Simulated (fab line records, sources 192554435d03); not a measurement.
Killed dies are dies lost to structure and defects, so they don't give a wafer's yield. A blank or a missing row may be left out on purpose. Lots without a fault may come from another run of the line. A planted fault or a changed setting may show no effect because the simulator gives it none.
Split-lot experiment | flow n5_finfet | 7 lots, 21 wafers read, on a route of 1938 steps

THE SPLIT
At N5_DUMMY_GATE_COAT_28 (time 60 s, resist thk 10 nm), the setting spin_rpm was moved away from the recipe's 1500 rpm on 9 of the 21 wafers read, by -11.1% to +8.8%. The other wafers ran this setting at the recipe's value.

The reading is taken at the split's own step.

THE READING
underlayer_of_DUMMY_GATE_COAT_28.thk_nm (the simulator's own value, which no gauge read), in nm, at N5_DUMMY_GATE_COAT_28 (time 60 s, resist thk 10 nm). The file gives no usual value for it.

wafer  | tool, chamber at the split | spin_rpm as run, rpm | against the recipe | underlayer_of_DUMMY_GATE_COAT_28.thk_nm, nm | against lot-mates on the recipe
L079.3 | litho_track-04, 0          | 1333                 | -11.1%             | 10.6                                        | +0.6
L079.4 | litho_track-04, 0          | 1333                 | -11.1%             | 10.6                                        | +0.6
L079.6 | litho_track-04, 0          | 1500                 | recipe             | 10                                          | -
L085.1 | litho_track-05, 0          | 1500                 | recipe             | 10                                          | -
L085.4 | litho_track-05, 0          | 1500                 | recipe             | 10                                          | -
L085.5 | litho_track-05, 0          | 1632                 | +8.8%              | 9.6                                         | -0.4
L087.2 | litho_track-05, 0          | 1500                 | recipe             | 10                                          | -
L087.3 | litho_track-05, 0          | 1500                 | recipe             | 10                                          | -
L087.5 | litho_track-05, 0          | 1500                 | recipe             | 10                                          | -
L089.3 | litho_track-03, 0          | 1500                 | recipe             | 10                                          | -
L089.5 | litho_track-03, 0          | 1604                 | +6.9%              | 9.6                                         | -0.4
L089.6 | litho_track-03, 0          | 1604                 | +6.9%              | 9.6                                         | -0.4
L090.2 | litho_track-05, 0          | 1500                 | recipe             | 10                                          | -
L090.5 | litho_track-05, 0          | 1500                 | recipe             | 10                                          | -
L090.6 | litho_track-05, 0          | 1545                 | +3.0%              | 9.8                                         | -0.2
L094.1 | litho_track-04, 0          | 1583                 | +5.5%              | 9.8                                         | -0.2
L094.4 | litho_track-04, 0          | 1583                 | +5.5%              | 9.8                                         | -0.2
L094.6 | litho_track-04, 0          | 1500                 | recipe             | 10                                          | -
L097.2 | litho_track-04, 0          | 1500                 | recipe             | 10                                          | -
L097.3 | litho_track-04, 0          | 1500                 | recipe             | 10                                          | -
L097.6 | litho_track-04, 0          | 1608                 | +7.2%              | 9.6                                         | -0.4

THE FIT
A straight line over all 21 wafers: underlayer_of_DUMMY_GATE_COAT_28.thk_nm changes by -0.052 nm for each +1% of spin_rpm; r = -0.99; the points scatter about the line by 0.036 nm.
The same after taking each lot's own level away (the mean of its wafers on the recipe; 21 wafers): -0.052 nm for each +1%; r = -0.99; scatter 0.036 nm.
On that fit, the largest move of spin_rpm shifts the reading by 0.58 nm.
The lots' own levels span 10.00 to 10.00 nm.
So the lot-to-lot level changes the slope little: the two slopes agree.
Check: with one of the wafers moved furthest among these (-11.1%) left out of the fit, the line predicts +0.577 nm for it against its lot-mates. It came out at +0.6 nm against them.

THE FILE'S OWN FIT
underlayer_of_DUMMY_GATE_COAT_28.thk_nm changes by -0.0515 nm for each +1% of spin_rpm, r = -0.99.
